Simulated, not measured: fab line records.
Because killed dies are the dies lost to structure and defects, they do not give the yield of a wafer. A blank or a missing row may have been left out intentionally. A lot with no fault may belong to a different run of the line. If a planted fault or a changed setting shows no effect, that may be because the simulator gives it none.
Matching of chambers + flow n5 finfet + 4 sister chambers for N5_BEOL_M4_ALD_98 on ald sin-03
The step deposits SiO2, target thk 2.5 nm, pulse time 1 s, co reactant pulse time 1 s. 18 wafers are shown with their chamber, then 9 later ones without.

== WAFERS WITH THEIR CHAMBER ==
| wafer  | chamber | heater power w (W) | precursor pulse height rel |
|--------|---------|--------------------|----------------------------|
| L075.2 | 3       | 84                 | 0.993                      |
| L075.3 | 1       | 93                 | 0.978                      |
| L075.6 | 3       | 83                 | 1.011                      |
| L080.2 | 1       | 97                 | 0.979                      |
| L080.3 | 2       | 78                 | 0.997                      |
| L080.4 | 1       | 94                 | 1.028                      |
| L082.1 | 0       | 77                 | 1.011                      |
| L082.2 | 3       | 86                 | 1.012                      |
| L082.3 | 1       | 93                 | 1.012                      |
| L082.4 | 2       | 78                 | 0.998                      |
| L082.5 | 3       | 85                 | 0.969                      |
| L082.6 | 2       | 78                 | 0.996                      |
| L086.1 | 2       | 80                 | 0.992                      |
| L086.5 | 3       | 83                 | 1.022                      |
| L086.6 | 2       | 80                 | 1.023                      |
| L087.2 | 0       | 75                 | 0.975                      |
| L087.4 | 2       | 80                 | 1.016                      |
| L087.6 | 2       | 81                 | 1.028                      |

SIGNATURES, as means of the wafers listed above
| reading                    | chamber 0 | chamber 1 | chamber 2 | chamber 3 | scatter within a chamber |
|----------------------------|-----------|-----------|-----------|-----------|--------------------------|
| heater power w             | 76.00     | 94.25     | 79.29     | 84.20     | 1.44                     |
| precursor pulse height rel | 0.99300   | 0.99925   | 1.00714   | 1.00140   | 0.0199                   |
Rule: a wafer lies at a distance from a chamber equal to the root of the sum of squares, over the readings, of (its reading less the chamber's mean, divided by the reading's scatter). If the next closest chamber is less than 2 further off than the closest, the wafer can't be placed; otherwise it belongs to the closest. The scatter is the square root of a quotient: the sum, over the shown wafers, of each reading's squared deviation from its chamber's mean, divided by wafers minus chambers.

== WAFERS WITHOUT THEIR CHAMBER ==
| wafer  | heater power w (W) | precursor pulse height rel |
|--------|--------------------|----------------------------|
| L094.2 | 83                 | 0.986                      |
| L094.3 | 78                 | 1.000                      |
| L094.4 | 76                 | 1.000                      |
| L097.2 | 81                 | 0.998                      |
| L097.3 | 76                 | 1.002                      |
| L097.5 | 84                 | 0.979                      |
| L096.1 | 75                 | 0.980                      |
| L096.3 | 79                 | 0.991                      |
| L096.5 | 76                 | 0.953                      |

== EACH ONE'S CHAMBER ==
| wafer  | from the rows above     | in truth |
|--------|-------------------------|----------|
| L094.2 | can't be placed: 3 or 2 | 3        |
| L094.3 | can't be placed: 2 or 0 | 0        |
| L094.4 | can't be placed: 0 or 2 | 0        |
| L097.2 | can't be placed: 2 or 3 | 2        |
| L097.3 | can't be placed: 0 or 2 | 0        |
| L097.5 | 3                       | 3        |
| L096.1 | 0                       | 0        |
| L096.3 | can't be placed: 2 or 0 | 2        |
| L096.5 | can't be placed: 0 or 2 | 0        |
Correctly placed: 2 of 9. Can't be placed from these rows: 7 (the true chamber is among the candidates in 7). Wrongly placed: 0.
